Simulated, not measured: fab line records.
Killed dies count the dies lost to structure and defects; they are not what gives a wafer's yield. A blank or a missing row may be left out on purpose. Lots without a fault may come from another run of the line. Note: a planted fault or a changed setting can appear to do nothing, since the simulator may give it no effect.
Chamber matching | flow n5 finfet | N5_BEOL_M15_ETCH_57 on rie diel-01 has 4 sister chambers
The step etches SOC in N2/H2, time 750 s. 16 wafers are shown with their chamber, then 8 later ones without.

== EACH WAFER AND ITS CHAMBER ==
wafer  | chamber | drypump motor current A (A) | showerhead plenum p Torr (Torr) | throttle valve pct (%)
L074.3 | 1       | 4.7                         | 2.60                            | 17.72
L074.4 | 2       | 6.6                         | 2.49                            | 17.75
L074.5 | 1       | 4.7                         | 2.60                            | 17.70
L076.1 | 3       | 6.2                         | 2.44                            | 17.63
L076.3 | 1       | 4.7                         | 2.60                            | 17.74
L076.4 | 0       | 5.9                         | 2.69                            | 17.47
L078.1 | 2       | 6.6                         | 2.49                            | 17.78
L078.4 | 0       | 5.9                         | 2.69                            | 17.48
L078.5 | 2       | 6.6                         | 2.49                            | 17.78
L084.2 | 0       | 5.9                         | 2.68                            | 17.52
L084.4 | 2       | 6.5                         | 2.48                            | 17.81
L084.5 | 3       | 6.2                         | 2.44                            | 17.66
L085.2 | 0       | 5.8                         | 2.68                            | 17.51
L085.4 | 2       | 6.6                         | 2.48                            | 17.81
L085.6 | 2       | 6.5                         | 2.48                            | 17.80
L090.3 | 1       | 4.7                         | 2.59                            | 17.77

SIGNATURES, as means of the wafers listed above
reading                  | chamber 0 | chamber 1 | chamber 2 | chamber 3 | scatter within a chamber
drypump motor current A  | 5.875     | 4.700     | 6.567     | 6.200     | 0.0417
showerhead plenum p Torr | 2.6850    | 2.5975    | 2.4850    | 2.4400    | 0.0052
throttle valve pct       | 17.4950   | 17.7325   | 17.7883   | 17.6450   | 0.025
Rule: a wafer lies at a distance from a chamber equal to the root of the sum of squares, over the readings, of (its reading less the chamber's mean, divided by the reading's scatter). The wafer belongs to the nearest chamber; if the next one is less than 2 further off, it can't be placed. The scatter: the root of (the sum of the squares of (reading less its chamber's mean) over the shown wafers, divided by (wafers less chambers)).

== WAFERS WITH NO CHAMBER GIVEN ==
wafer  | drypump motor current A (A) | showerhead plenum p Torr (Torr) | throttle valve pct (%)
L090.4 | 6.2                         | 2.44                            | 17.67
L090.5 | 6.6                         | 2.48                            | 17.83
L092.2 | 6.2                         | 2.43                            | 17.67
L092.3 | 5.9                         | 2.68                            | 17.52
L092.5 | 6.2                         | 2.43                            | 17.68
L096.3 | 6.6                         | 2.47                            | 17.83
L096.4 | 6.2                         | 2.43                            | 17.69
L096.5 | 4.7                         | 2.58                            | 17.79

== WHICH CHAMBER EACH ONE RAN IN ==
wafer  | from the rows above | in truth
L090.4 | 3                   | 3
L090.5 | 2                   | 2
L092.2 | 3                   | 3
L092.3 | 0                   | 0
L092.5 | 3                   | 3
L096.3 | 2                   | 2
L096.4 | 3                   | 3
L096.5 | 1                   | 1
Correctly placed: 8 of 8. Number that these rows cannot place: 0. Placed wrongly: 0.
